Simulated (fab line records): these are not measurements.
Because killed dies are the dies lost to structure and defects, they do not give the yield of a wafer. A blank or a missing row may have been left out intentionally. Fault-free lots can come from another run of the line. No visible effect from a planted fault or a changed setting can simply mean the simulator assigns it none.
Which of the tools did it?	flow n5Finfet	69 wafers from 23 lots sampled at 5 of the route's 1938 steps

## WHAT THE GAUGES SHOWED, per wafer
N5_BEOL_M2_RS_MEAS_58: the measuring method here is four-point-probe. Usual: for M2_RS the level is 0.70 ohm/sq and the standard deviation is 0.037.
lot	measured	on	M2_RS (ohm/sq)	flag
L074	day 6 21:14	filmMetro-01	0.77 0.75 0.72	
L075	day 7 00:28	filmMetro-01	0.66 0.67 0.64	
L076	day 7 08:50	filmMetro-01	0.74 0.69 0.72	
L078	day 7 20:07	filmMetro-02	0.67 0.64 0.69	
L079	day 8 01:33	filmMetro-02	0.71 0.69 0.67	
L080	day 8 04:43	filmMetro-01	0.71 0.70 0.76	
L081	day 8 18:41	filmMetro-01	0.71 0.69 0.69	
L082	day 8 22:41	filmMetro-01	0.79 0.77 0.78	
L083	day 9 09:26	filmMetro-02	0.69 0.75 0.73	
L084	day 9 10:16	filmMetro-02	0.77 0.74 0.78	
L085	day 9 13:31	filmMetro-02	0.70 0.69 0.71	
L086	day 9 15:13	filmMetro-02	0.74 0.72 0.75	
L087	day 10 04:57	filmMetro-02	0.71 0.70 0.69	
L088	day 10 08:57	filmMetro-02	0.67 0.67 0.71	
L089	day 10 16:54	filmMetro-01	0.70 0.70 0.70	
L090	day 10 21:38	filmMetro-02	0.71 0.68 0.72	
L091	day 11 00:39	filmMetro-02	0.67 0.67 0.67	
L092	day 11 09:58	filmMetro-02	0.68 0.70 0.72	
L093	day 11 12:46	filmMetro-02	0.73 0.73 0.76	
L094	day 11 20:01	filmMetro-01	0.67 0.66 0.67	
L095	day 11 23:06	filmMetro-01	0.69 0.69 0.62	
L096	day 12 10:50	filmMetro-01	0.72 0.68 0.67	
L097	day 12 13:26	filmMetro-01	0.68 0.68 0.66	

N5_BEOL_M3_CD_MEAS_18: pitch 36 nm, target cd 18 nm. Usual: cdNm at 18.10 nm, with a standard deviation of 0.3.
lot	measured	on	cdNm (nm)	flag
L074	day 6 22:29	cdSem-01	18.54 17.81 17.94	
L075	day 7 01:46	cdSem-01	18.62 18.50 18.22	
L076	day 7 11:07	cdSem-03	18.30 18.11 18.08	
L078	day 7 22:39	cdSem-03	17.90 18.14 17.89	
L079	day 8 04:35	cdSem-03	17.91 18.15 18.37	
L080	day 8 07:46	cdSem-01	18.56 17.71 18.23	
L081	day 8 20:22	cdSem-01	17.99 17.60 17.77	
L082	day 9 00:04	cdSem-02	18.65 18.15 18.62	
L083	day 9 12:21	cdSem-01	18.23 18.15 18.03	
L084	day 9 13:04	cdSem-03	18.47 17.99 17.93	
L085	day 9 15:00	cdSem-01	18.55 17.88 18.04	
L086	day 9 17:48	cdSem-01	17.81 17.99 17.92	
L087	day 10 06:35	cdSem-01	18.46 18.54 18.24	
L088	day 10 11:53	cdSem-01	17.90 17.93 17.95	
L089	day 10 18:28	cdSem-03	17.91 17.79 17.91	
L090	day 10 23:53	cdSem-03	17.89 17.98 18.36	
L091	day 11 01:58	cdSem-03	17.60 17.82 17.87	
L092	day 11 11:35	cdSem-02	18.12 18.24 18.14	
L093	day 11 13:58	cdSem-01	17.45 17.77 18.00	
L094	day 11 21:34	cdSem-02	17.81 18.21 18.05	
L095	day 12 02:05	cdSem-01	17.80 17.95 17.75	
L096	day 12 12:05	cdSem-02	18.38 18.23 18.26	
L097	day 12 15:05	cdSem-03	18.64 18.51 18.47	

## WHAT TOOL EACH LOT RAN ON (gives the tool, then ch and the chambers of the sampled wafers, and finally the start)
lot	N5_BEOL_M3_ETCH_74	N5_BEOL_M3_HM_OPEN_17	N5_BEOL_M3_STRIP_19
L074	rieDiel-04 ch 1,2,3, day 6 22:05	rieMetal-02 ch 0,1, day 6 22:19	rieDiel-04 ch 0,1,2, day 6 22:25
L075	rieDiel-06 ch 2,3, day 7 01:22	rieMetal-01 ch 0,1, day 7 01:37	rieDiel-06 ch 1,3, day 7 01:41
L076	rieDiel-04 ch 1,3, day 7 10:44	rieMetal-03 ch 0,1, day 7 10:56	rieDiel-06 ch 0,2,3, day 7 11:03
L078	rieDiel-04 ch 0,1,2, day 7 22:06	rieMetal-01 ch 0,1, day 7 22:21	rieDiel-06 ch 0,2,3, day 7 22:34
L079	rieDiel-02 ch 0,1,3, day 8 04:12	rieMetal-01 ch 0,1, day 8 04:25	rieDiel-02 ch 2,3, day 8 04:31
L080	rieDiel-06 ch 1,2,3, day 8 07:12	rieMetal-01 ch 0,1, day 8 07:25	rieDiel-02 ch 0,1,3, day 8 07:42
L081	rieDiel-04 ch 0,2,3, day 8 19:58	rieMetal-03 ch 0,1, day 8 20:12	rieDiel-06 ch 0,2,3, day 8 20:17
L082	rieDiel-02 ch 0,2,3, day 8 23:41	rieMetal-01 ch 0,1, day 8 23:53	rieDiel-06 ch 0,1,3, day 9 00:00
L083	rieDiel-02 ch 0,1,2, day 9 11:47	rieMetal-01 ch 0,1, day 9 12:00	rieDiel-06 ch 0,1,3, day 9 12:17
L084	rieDiel-06 ch 1,2,3, day 9 12:22	rieMetal-03 ch 0,1, day 9 12:34	rieDiel-02 ch 0,1,3, day 9 13:00
L085	rieDiel-02 ch 0,1,2, day 9 14:37	rieMetal-02 ch 0,1, day 9 14:51	rieDiel-06 ch 0,1,2, day 9 14:56
L086	rieDiel-04 ch 0,2, day 9 17:17	rieMetal-02 ch 0,1, day 9 17:32	rieDiel-04 ch 0,2,3, day 9 17:44
L087	rieDiel-04 ch 0,1,3, day 10 06:08	rieMetal-01 ch 0,1, day 10 06:22	rieDiel-02 ch 1,2,3, day 10 06:31
L088	rieDiel-04 ch 0,1,2, day 10 11:30	rieMetal-02 ch 0,1, day 10 11:43	rieDiel-04 ch 0,1,3, day 10 11:49
L089	rieDiel-06 ch 2,3, day 10 18:04	rieMetal-01 ch 0,1, day 10 18:17	rieDiel-06 ch 0,2, day 10 18:24
L090	rieDiel-06 ch 0,1,3, day 10 23:29	rieMetal-03 ch 0,1, day 10 23:41	rieDiel-06 ch 0,1,2, day 10 23:49
L091	rieDiel-04 ch 0,1,2, day 11 01:35	rieMetal-02 ch 0,1, day 11 01:47	rieDiel-04 ch 0,1,2, day 11 01:54
L092	rieDiel-06 ch 0,1,3, day 11 11:11	rieMetal-03 ch 0, day 11 11:23	rieDiel-06 ch 0,2,3, day 11 11:31
L093	rieDiel-04 ch 0,3, day 11 13:34	rieMetal-01 ch 0,1, day 11 13:47	rieDiel-06 ch 1,2, day 11 13:53
L094	rieDiel-06 ch 1,2,3, day 11 21:10	rieMetal-01 ch 0,1, day 11 21:23	rieDiel-04 ch 0,2,3, day 11 21:29
L095	rieDiel-06 ch 0,1, day 12 01:41	rieMetal-03 ch 0, day 12 01:54	rieDiel-06 ch 0,2,3, day 12 02:01
L096	rieDiel-06 ch 0,1, day 12 11:37	rieMetal-03 ch 0,1, day 12 11:51	rieDiel-06 ch 0,1, day 12 12:01
L097	rieDiel-02 ch 0,3, day 12 14:41	rieMetal-01 ch 0, day 12 14:55	rieDiel-06 ch 1,3, day 12 15:01
- N5_BEOL_M3_ETCH_74: etches underlayer in N2/H2, target depth 6.5 nm, time 5.2 s.
- N5_BEOL_M3_HM_OPEN_17: chemistry Cl2/BCl3, target TiN, target depth 20 nm, overetch 6 nm.
- N5_BEOL_M3_STRIP_19: strips in O2.

## WHAT THE TOOLS THEMSELVES READ (means of the sampled wafers that have a number; where no wafer has one, the mark that the record gives instead)
N5_BEOL_M3_ETCH_74. Usual: drypumpMotorCurrentA 5.9 A, standard deviation 0.34; etchRfOnTimeS 5.17 s, standard deviation 0.1; oesProductAu 0.64 a.u., standard deviation 0.043; rfVppV 523.2 V, standard deviation 2.7; showerheadPlenumPTorr 2.52 Torr, standard deviation 0.088; throttleValvePct 17.96 %, standard deviation 0.13.
lot	tool	drypumpMotorCurrentA (A)	etchRfOnTimeS (s)	oesProductAu (a.u.)	rfVppV (V)	showerheadPlenumPTorr (Torr)	throttleValvePct (%)	flag
L074	rieDiel-04	5.7	5.14	0.64	525.0	2.60	17.81	
L075	rieDiel-06	5.8	5.06	0.65	520.8	2.44	17.92	
L076	rieDiel-04	5.7	5.11	0.64	526.3	2.65	17.79	
L078	rieDiel-04	6.0	5.15	0.63	524.2	2.55	17.93	
L079	rieDiel-02	5.8	5.11	0.71	527.2	2.62	17.91	
L080	rieDiel-06	6.0	5.10	0.65	520.9	2.47	18.01	
L081	rieDiel-04	5.9	5.29	0.63	525.2	2.56	17.96	
L082	rieDiel-02	5.9	5.15	0.68	523.9	2.52	17.87	
L083	rieDiel-02	5.6	5.13	0.70	525.6	2.56	17.90	
L084	rieDiel-06	6.1	5.22	0.64	520.8	2.47	18.03	
L085	rieDiel-02	5.6	5.10	0.69	523.0	2.56	17.89	
L086	rieDiel-04	5.9	5.30	0.62	523.2	2.51	17.99	
L087	rieDiel-04	6.0	5.27	0.61	525.2	2.59	17.92	
L088	rieDiel-04	6.0	5.24	0.60	523.6	2.54	17.96	
L089	rieDiel-06	5.7	5.06	0.64	520.0	2.43	17.98	
L090	rieDiel-06	6.0	5.20	0.62	521.7	2.46	18.12	
L091	rieDiel-04	6.0	5.22	0.60	523.0	2.54	17.95	
L092	rieDiel-06	6.1	5.22	0.61	521.9	2.46	18.12	
L093	rieDiel-04	6.1	5.36	0.60	522.6	2.55	18.06	
L094	rieDiel-06	6.1	5.11	0.63	520.9	2.46	18.05	
L095	rieDiel-06	6.3	5.13	0.64	523.9	2.49	18.09	
L096	rieDiel-06	6.0	5.22	0.60	521.6	2.44	18.12	
L097	rieDiel-02	6.0	5.13	0.67	524.7	2.56	17.93	

N5_BEOL_M3_HM_OPEN_17. Usual: bcl3FlowSccm 21.75 sccm, standard deviation 0.073; drypumpMotorCurrentA 5.6 A, standard deviation 0.38; oesProductAu 0.66 a.u., standard deviation 0.096; throttleValvePct 22.2 %, standard deviation 0.34.
lot	tool	bcl3FlowSccm (sccm)	drypumpMotorCurrentA (A)	oesProductAu (a.u.)	throttleValvePct (%)	flag
L074	rieMetal-02	21.80	5.6	0.58	22.6	
L075	rieMetal-01	21.70	5.9	0.71	21.8	
L076	rieMetal-03	21.65	5.1	0.52	22.5	
L078	rieMetal-01	21.68	5.9	0.71	21.8	
L079	rieMetal-01	21.73	5.8	0.70	22.0	
L080	rieMetal-01	21.70	5.8	0.71	22.0	
L081	rieMetal-03	21.83	5.1	0.51	22.5	
L082	rieMetal-01	21.66	5.9	0.70	21.9	
L083	rieMetal-01	21.79	5.8	0.70	22.0	
L084	rieMetal-03	21.72	5.2	0.52	22.5	
L085	rieMetal-02	21.82	5.8	0.56	22.4	
L086	rieMetal-02	21.81	5.6	0.56	22.6	
L087	rieMetal-01	21.73	5.8	0.69	22.0	
L088	rieMetal-02	21.77	5.7	0.55	22.4	
L089	rieMetal-01	21.75	5.9	0.69	21.8	
L090	rieMetal-03	21.70	5.5	0.81	22.3	
L091	rieMetal-02	21.75	5.6	0.56	22.6	
L092	rieMetal-03	21.89	5.8	0.79	22.4	
L093	rieMetal-01	21.75	5.8	0.69	22.0	
L094	rieMetal-01	21.69	5.8	0.69	22.0	
L095	rieMetal-03	21.74	5.7	0.77	22.4	
L096	rieMetal-03	21.80	5.1	0.78	22.3	
L097	rieMetal-01	21.78	5.7	0.69	22.1	

N5_BEOL_M3_STRIP_19. Usual: drypumpMotorCurrentA 5.9 A, standard deviation 0.35; oesProductAu 0.74 a.u., standard deviation 0.047; rfVppV 3.7 V, standard deviation 0.49; showerheadPlenumPTorr 2.06 Torr, standard deviation 0.066; throttleValvePct 16.79 %, standard deviation 0.12.
lot	tool	drypumpMotorCurrentA (A)	oesProductAu (a.u.)	rfVppV (V)	showerheadPlenumPTorr (Torr)	throttleValvePct (%)	flag
L074	rieDiel-04	6.0	0.72	3.6	2.11	16.77	
L075	rieDiel-06	6.3	0.76	3.5	2.06	16.76	
L076	rieDiel-06	5.8	0.74	3.5	2.00	16.80	
L078	rieDiel-06	5.8	0.74	3.5	2.00	16.79	
L079	rieDiel-02	6.2	0.75	4.0	2.07	16.64	
L080	rieDiel-02	5.8	0.82	4.0	2.15	16.65	
L081	rieDiel-06	5.7	0.73	3.5	2.00	16.82	
L082	rieDiel-06	6.0	0.73	3.7	2.02	16.79	
L083	rieDiel-06	6.0	0.73	3.6	2.02	16.81	
L084	rieDiel-02	5.7	0.82	3.6	2.14	16.67	
L085	rieDiel-06	6.0	0.73	3.8	2.03	16.85	
L086	rieDiel-04	5.9	0.73	3.7	2.11	16.81	
L087	rieDiel-02	5.9	0.76	3.6	2.10	16.69	
L088	rieDiel-04	6.0	0.72	3.5	2.14	16.81	
L089	rieDiel-06	5.6	0.73	3.6	2.00	16.87	
L090	rieDiel-06	6.0	0.73	4.1	2.02	16.86	
L091	rieDiel-04	6.0	0.71	3.4	2.10	16.82	
L092	rieDiel-06	5.7	0.71	3.1	1.99	16.85	
L093	rieDiel-06	6.0	0.73	3.7	2.03	16.86	
L094	rieDiel-04	5.9	0.72	3.9	2.11	16.84	
L095	rieDiel-06	5.7	0.72	3.9	1.99	16.86	
L096	rieDiel-06	6.3	0.72	3.8	2.05	16.86	
L097	rieDiel-06	6.3	0.73	3.1	2.05	16.83	

## THE ANSWER, worked out from the rows above alone
Rule: a lot is off if the mean of its wafers that have a number lies more than 3 standard deviations from the usual mean. A lot without any number at a reading at which 4 lots or more have one is off too. Any other lot the step has rows for is counted as sound. Order of review: gauges by route order, followed by the tools' own readings, for which a lot's mean as printed above is used. At the first step where some lot is off, the reading lying furthest off is the one used; lots without a number count as furthest.
No lot is off at any reading shown: from this, nothing can be told.

## WHAT THE SIMULATOR PUT IN
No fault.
